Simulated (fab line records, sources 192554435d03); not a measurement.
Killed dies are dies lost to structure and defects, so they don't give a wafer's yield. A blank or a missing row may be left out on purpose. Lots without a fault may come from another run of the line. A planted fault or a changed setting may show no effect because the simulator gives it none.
Split-lot experiment | flow n5_finfet | 7 lots, 21 wafers read, on a route of 1938 steps

THE SPLIT
At N5_MOL_CONTACT_COAG_EXPOSE_05 (exposes mask CA, defocus 0 nm), the setting dose_mj was moved away from the recipe's 38.25 on 3 of the 21 wafers read, by -6.6% to +3.4%. The other wafers ran this setting at the recipe's value.

FROM THE SPLIT TO THE READING: what the file shows between them, 2 steps
- N5_MOL_CONTACT_COAG_PEB_06: peb time 60 s
- N5_MOL_CONTACT_COAG_DEVELOP_07: develop time 30 s

THE READING
cd_nm, in nm, at N5_MOL_CONTACT_COAG_CD_MEAS_08 (target cd 28 nm). Fault-free wafers of this fab line usually give 28.04 nm, standard deviation 0.25 nm.

wafer  | tool, chamber at the split | dose_mj as run | against the recipe | cd_nm, nm | against lot-mates on the recipe
L076.1 | euv_scanner-01, 0          | 38.25          | recipe             | 28.13     | -
L076.5 | euv_scanner-01, 0          | 38.25          | recipe             | 27.83     | -
L076.6 | euv_scanner-01, 0          | 38.25          | recipe             | 28.20     | -
L077.2 | euv_scanner-02, 0          | 38.25          | recipe             | 27.91     | -
L077.4 | euv_scanner-02, 0          | 38.25          | recipe             | 27.68     | -
L077.6 | euv_scanner-02, 0          | 39.55          | +3.4%              | 28.64     | +0.84
L079.2 | euv_scanner-01, 0          | 38.25          | recipe             | 27.81     | -
L079.3 | euv_scanner-01, 0          | 38.25          | recipe             | 27.99     | -
L079.4 | euv_scanner-01, 0          | 38.25          | recipe             | 28.13     | -
L085.2 | euv_scanner-02, 0          | 38.25          | recipe             | 28.16     | -
L085.3 | euv_scanner-02, 0          | 38.25          | recipe             | 28.38     | -
L085.4 | euv_scanner-02, 0          | 35.71          | -6.6%              | 26.59     | -1.68
L086.2 | euv_scanner-01, 0          | 38.25          | recipe             | 27.62     | -
L086.4 | euv_scanner-01, 0          | 38.25          | recipe             | 27.84     | -
L086.6 | euv_scanner-01, 0          | 38.25          | recipe             | 28.41     | -
L088.2 | euv_scanner-01, 0          | 38.25          | recipe             | 27.42     | -
L088.5 | euv_scanner-01, 0          | 38.25          | recipe             | 27.74     | -
L088.6 | euv_scanner-01, 0          | 38.25          | recipe             | 27.95     | -
L096.1 | euv_scanner-02, 0          | 38.25          | recipe             | 28.36     | -
L096.2 | euv_scanner-02, 0          | 35.79          | -6.4%              | 26.59     | -1.70
L096.4 | euv_scanner-02, 0          | 38.25          | recipe             | 28.22     | -

THE FIT
A straight line over all 21 wafers: cd_nm changes by +0.211 nm for each +1% of dose_mj; r = +0.87; the points scatter about the line by 0.27 nm.
The same after taking each lot's own level away (the mean of its wafers on the recipe; 21 wafers): +0.257 nm for each +1%; r = +0.95; scatter 0.19 nm.
On that fit, the largest move of dose_mj shifts the reading by 1.7 nm.
The lots' own levels span 27.703 to 28.290 nm, that is 2.3 times the standard deviation above.
So the lot-to-lot level changes the slope: the two fits differ.
Check: with one of the wafers moved furthest among these (-6.6%) left out of the fit, the line predicts -1.73 nm for it against its lot-mates. It came out at -1.68 nm against them.

OTHER SPLITS ON THESE WAFERS
These wafers also went through other splits before the reading. Each is held against what the fit with the lots' levels taken away leaves over:
other split on the same wafers   | wafers away from the commonest value | r with cd_nm (lot level and that fit taken away)
N5_HKMG_FIN_HK_ALD_01 ald_cycles | 8                                    | +0.02
N5_HKMG_FIN_COAT_66 spin_rpm     | 8                                    | -0.05

THE WHOLE CHAIN: every reading that the file lists as answering this split, in the file's order
step                                | what it does                                                             | reading                                                                        | change (the file's fit)               | r (the file's)
N5_MOL_CONTACT_COAG_CD_MEAS_08      | target cd 28 nm                                                          | cd_nm                                                                          | +0.258 nm for each +1% of the setting | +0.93
N5_MOL_CONTACT_COAG_ETCH_59         | etches underlayer in N2/H2, target depth 13 nm, time 10.4 s              | MOL_CONTACT_COAG.cd_offset_nm (the simulator's own value, which no gauge read) | +0.23 nm for each +1% of the setting  | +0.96
N5_MOL_CONTACT_COAG_ETCH_105        | etches SiARC in CF4, target depth 15.6 nm, time 26 s                     | MOL_CONTACT_COAG.cd_offset_nm (the simulator's own value, which no gauge read) | +0.216 nm for each +1% of the setting | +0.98
N5_MOL_CONTACT_COAG_ETCH_106        | etches SOC in N2/H2, target depth 80 nm, overetch 16 nm, time 120 s      | MOL_CONTACT_COAG.cd_offset_nm (the simulator's own value, which no gauge read) | +0.179 nm for each +1% of the setting | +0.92
N5_MOL_CONTACT_COAG_CONTACT_ETCH_14 | etches SiO2 in C4F6/O2, target depth 27.5 nm, overetch 8.5 nm, time 20 s | MOL_CONTACT_COAG.cd_offset_nm (the simulator's own value, which no gauge read) | +0.192 nm for each +1% of the setting | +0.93
N5_MOL_CONTACT_COAG_ETCH_110        | etches Si in CF4/O2, target depth 2.5 nm, time 8 s                       | MOL_CONTACT_COAG.cd_offset_nm (the simulator's own value, which no gauge read) | +0.169 nm for each +1% of the setting | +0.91

THE FILE'S OWN FIT
cd_nm changes by +0.258 nm for each +1% of dose_mj, r = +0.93.
